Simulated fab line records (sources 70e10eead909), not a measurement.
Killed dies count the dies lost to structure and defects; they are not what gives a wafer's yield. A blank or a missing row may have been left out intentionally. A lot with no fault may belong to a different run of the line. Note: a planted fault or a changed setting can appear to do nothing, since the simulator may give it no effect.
The tool behind it: which one? -- flow nandHarc -- 15 lots with 45 wafers sampled at 4 steps, on a route of 1159 steps

== WHAT THE GAUGES SHOWED, per wafer ==
The record lacks any reading of a measuring or inspecting step that a usual standard deviation could be used to judge.

== WHAT TOOL EACH LOT RAN ON (gives the tool, then ch and the chambers of the sampled wafers, and finally the start) ==
lot,NHARC_P_ZERO_WELL_PEB_35,NHARC_P_ZERO_WELL_RTA_42,NHARC_P_GATE_DESCUM_61,NHARC_P_GATE_RTA_82
L199,"lithoTrack-03 ch 0, day 1 21:11","rtpAnneal-02 ch 0, day 1 23:56","rieDiel-03 ch 1,3, day 5 09:41","rtpAnneal-02 ch 0, day 5 14:23"
L200,"lithoTrack-03 ch 0, day 1 21:53","rtpAnneal-02 ch 0, day 2 00:37","rieDiel-12 ch 0,2,3, day 5 10:23","rtpAnneal-01 ch 0, day 5 14:47"
L201,"lithoTrack-03 ch 0, day 2 04:02","rtpAnneal-01 ch 0, day 2 06:55","rieDiel-12 ch 0,3, day 5 16:31","rtpAnneal-01 ch 0, day 5 20:58"
L206,"lithoTrack-07, day 3 09:50","rtpAnneal-01 ch 0, day 3 12:44",-,-
L207,"lithoTrack-07, day 3 15:55","rtpAnneal-02 ch 0, day 3 18:39",-,-
L208,"lithoTrack-02, day 3 22:05","rtpAnneal-01 ch 0, day 4 00:56",-,-
L211,"lithoTrack-03 ch 0, day 4 16:01","rtpAnneal-02 ch 0, day 4 18:53","rieDiel-12 ch 0,1,2, day 8 13:06","rtpAnneal-02 ch 0, day 8 17:48"
L214,"lithoTrack-03 ch 0, day 5 09:53","rtpAnneal-01 ch 0, day 5 13:05","rieDiel-03 ch 0,1,3, day 9 02:51","rtpAnneal-02 ch 0, day 9 07:29"
L215,"lithoTrack-02 ch 0, day 5 15:53","rtpAnneal-02 ch 0, day 5 18:46","rieDiel-12 ch 0,1,2, day 9 09:45","rtpAnneal-02 ch 0, day 9 14:48"
L216,"lithoTrack-02 ch 0, day 5 22:00","rtpAnneal-01 ch 0, day 6 00:52","rieDiel-03 ch 0,1,3, day 9 09:02","rtpAnneal-02 ch 0, day 9 13:51"
L217,"lithoTrack-02 ch 0, day 6 04:04","rtpAnneal-01 ch 0, day 6 06:58","rieDiel-03 ch 1,3, day 9 21:50","rtpAnneal-02 ch 0, day 10 02:13"
L218,"lithoTrack-02 ch 0, day 6 10:16","rtpAnneal-02 ch 0, day 6 13:12","rieDiel-06 ch 0,2,3, day 9 20:25","rtpAnneal-02 ch 0, day 10 00:59"
L219,"lithoTrack-02 ch 0, day 6 16:23","rtpAnneal-02 ch 0, day 6 19:28","rieDiel-03 ch 0,2,3, day 10 08:26","rtpAnneal-02 ch 0, day 10 13:21"
L221,"lithoTrack-03 ch 0, day 7 04:02","rtpAnneal-01 ch 0, day 7 06:55","rieDiel-03 ch 1,2,3, day 11 00:02","rtpAnneal-02 ch 0, day 11 04:31"
L222,"lithoTrack-07 ch 0, day 7 10:02","rtpAnneal-01 ch 0, day 7 13:01","rieDiel-03 ch 0,2, day 11 00:12","rtpAnneal-01 ch 0, day 11 04:58"
- NHARC_P_ZERO_WELL_PEB_35: peb time 85 s.
- NHARC_P_ZERO_WELL_RTA_42: time 300 s.
- NHARC_P_GATE_DESCUM_61: chemistry O2, time 3 s.
- NHARC_P_GATE_RTA_82: time 30 s.

== WHAT THE TOOLS THEMSELVES READ (means of the sampled wafers that have a number; where no wafer has one, the mark that the record gives instead) ==
NHARC_P_ZERO_WELL_PEB_35.
lot,tool,chillPlateTempC (C),exhaustPa (Pa)
L199,lithoTrack-03,23.04,45.0
L200,lithoTrack-03,23.00,45.2
L201,lithoTrack-03,22.96,44.2
L206,lithoTrack-07,-,-
L207,lithoTrack-07,-,-
L208,lithoTrack-02,-,-
L211,lithoTrack-03,23.02,44.2
L214,lithoTrack-03,23.15,44.9
L215,lithoTrack-02,23.00,43.2
L216,lithoTrack-02,23.07,44.0
L217,lithoTrack-02,23.00,45.3
L218,lithoTrack-02,22.91,44.8
L219,lithoTrack-02,22.91,45.3
L221,lithoTrack-03,23.04,45.1
L222,lithoTrack-07,22.93,44.8

NHARC_P_ZERO_WELL_RTA_42.
lot,tool,lampPowerPct (%),lamp_zone_3_pct (%),lamp_zone_6_pct (%),wafer_temp_C_max
L199,rtpAnneal-02,36.2,36.2,36.1,1104.4
L200,rtpAnneal-02,36.2,36.2,36.2,1104.6
L201,rtpAnneal-01,32.6,32.6,32.6,1105.2
L206,rtpAnneal-01,32.6,32.5,32.5,1104.4
L207,rtpAnneal-02,36.2,36.2,36.2,1104.5
L208,rtpAnneal-01,32.6,32.6,32.6,1104.7
L211,rtpAnneal-02,36.2,36.2,36.1,1104.7
L214,rtpAnneal-01,32.6,32.6,32.6,1105.0
L215,rtpAnneal-02,36.3,36.2,36.2,1105.2
L216,rtpAnneal-01,32.6,32.6,32.6,1106.1
L217,rtpAnneal-01,32.5,32.5,32.5,1104.6
L218,rtpAnneal-02,36.2,36.2,36.2,1105.2
L219,rtpAnneal-02,36.3,36.3,36.2,1104.4
L221,rtpAnneal-01,32.6,32.6,32.5,1104.2
L222,rtpAnneal-01,32.6,32.6,32.5,1104.9

NHARC_P_GATE_DESCUM_61.
lot,tool,drypumpMotorCurrentA (A),oesProductAu (a.u.),rfVppV (V),showerheadPlenumPTorr (Torr),throttleValvePct (%)
L199,rieDiel-03,5.7,1.016,57.7,1.90,11.317
L200,rieDiel-12,5.4,0.996,58.0,1.91,11.302
L201,rieDiel-12,5.4,0.989,58.7,1.91,11.297
L211,rieDiel-12,5.7,0.999,58.2,1.95,11.310
L214,rieDiel-03,5.9,0.997,57.9,1.87,11.316
L215,rieDiel-12,5.7,0.993,58.8,1.94,11.306
L216,rieDiel-03,5.9,1.000,56.7,1.87,11.313
L217,rieDiel-03,5.7,0.999,57.7,1.90,11.319
L218,rieDiel-06,5.8,1.008,58.0,1.95,11.315
L219,rieDiel-03,5.7,1.010,57.1,1.82,11.324
L221,rieDiel-03,5.5,1.005,57.8,1.85,11.317
L222,rieDiel-03,6.0,1.000,56.9,1.84,11.309

NHARC_P_GATE_RTA_82.
lot,tool,lampPowerPct (%),lamp_zone_3_pct (%),lamp_zone_6_pct (%),wafer_temp_C_max
L199,rtpAnneal-02,3.90,3.90,3.87,452.0
L200,rtpAnneal-01,3.51,3.51,3.49,451.8
L201,rtpAnneal-01,3.51,3.51,3.48,452.0
L211,rtpAnneal-02,3.90,3.91,3.87,451.7
L214,rtpAnneal-02,3.90,3.90,3.87,452.1
L215,rtpAnneal-02,3.91,3.90,3.87,451.5
L216,rtpAnneal-02,3.90,3.91,3.88,451.2
L217,rtpAnneal-02,3.90,3.90,3.88,452.0
L218,rtpAnneal-02,3.90,3.90,3.87,451.8
L219,rtpAnneal-02,3.91,3.91,3.87,451.9
L221,rtpAnneal-02,3.90,3.91,3.87,451.6
L222,rtpAnneal-01,3.51,3.51,3.48,452.0

== THE ANSWER, worked out from the rows above alone ==
Rule: the usual values come from the lots themselves. Put in order of their means at a reading, lots are off if they are a third of the lots or fewer, leave a main group of 4 or more, and stand apart from it by a gap of 3 or more times the standard deviation of the main group's means; of several such gaps the widest counts. A main group is skipped when, at the precision printed for the reading in the tables above, its means are all equal. A lot without any number at a reading at which 4 lots or more have one is off too. Any other lot the step has rows for is counted as sound. The gauges are gone through in route order, then the tools' own readings, and for those a lot's mean is taken as printed above. The first step at which some lot is off is used, and at that step the reading that is off furthest; a lot without a number counts as furthest.
Off: L206, L207, L208, at NHARC_P_ZERO_WELL_PEB_35 (chillPlateTempC). Without a number there: L206, L207, L208. Main group: mean 23.00 C, sd 0.067.
If a tool, at that step or one of the process steps before it, ran each lot that is off and ran no sound lot following the first of them, it fits. No candidate that was tried fits.

== WHAT THE SIMULATOR HAD INSERTED ==
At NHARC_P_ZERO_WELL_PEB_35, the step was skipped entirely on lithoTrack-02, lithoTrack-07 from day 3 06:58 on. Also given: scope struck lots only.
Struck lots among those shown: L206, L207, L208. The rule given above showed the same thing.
